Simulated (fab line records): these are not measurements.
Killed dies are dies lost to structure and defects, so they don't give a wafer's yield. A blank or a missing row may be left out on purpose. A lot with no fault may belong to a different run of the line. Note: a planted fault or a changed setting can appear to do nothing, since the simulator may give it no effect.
Chamber matching ; flow nand harc ; NHARC_A_WL_FILL_ALD_00 on ald hk-02: 4 sister chambers
The step deposits Al2O3, target thk 3 nm, pulse time 3 s, ald cycles 30. 14 wafers are shown with their chamber, then 7 later ones without.

## WAFERS PAIRED WITH THEIR CHAMBERS
wafer;chamber;heater power w (W);precursor pulse height rel
L429.2;2;424;0.965
L429.3;0;422;0.980
L429.6;0;428;0.991
L432.2;0;441;0.984
L432.5;1;443;0.992
L432.6;2;433;1.007
L441.1;3;410;1.012
L441.2;1;440;0.994
L441.3;0;429;0.982
L445.1;2;429;1.024
L445.3;0;430;1.006
L445.5;2;427;1.003
L442.2;2;441;1.000
L442.5;2;431;1.001

SIGNATURES (means of the wafers above)
reading;chamber 0;chamber 1;chamber 2;chamber 3;scatter within a chamber
heater power w;430.00;441.50;430.83;410.00;6.06
precursor pulse height rel;0.98860;0.99300;1.00000;1.01200;0.0152
Rule: a wafer's distance from a chamber is the root of the sum, over the readings, of the square of ((its reading less the chamber's mean) divided by the reading's scatter). The wafer belongs to the nearest chamber; if the next one is less than 2 further off, it can't be placed. The scatter: take each reading less its chamber's mean, square it, sum over the shown wafers, divide by the number of wafers less the number of chambers, and take the root.

## WAFERS WITHOUT THEIR CHAMBER
wafer;heater power w (W);precursor pulse height rel
L442.6;398;0.976
L450.1;408;1.013
L450.4;447;0.976
L450.5;405;0.995
L449.2;429;1.024
L449.4;444;0.987
L449.5;432;0.997

## THE CHAMBER EACH PASSED THROUGH
wafer;from the rows above;in truth
L442.6;3;3
L450.1;3;3
L450.4;can't be placed: 1 or 0 or 2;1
L450.5;3;3
L449.2;can't be placed: 2 or 0 or 1 or 3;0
L449.4;can't be placed: 1 or 0 or 2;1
L449.5;can't be placed: 2 or 0 or 1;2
3 of 7 placed correctly. These rows do not allow placing 4 (true chamber among the candidates in 4). Number placed wrongly: 0.
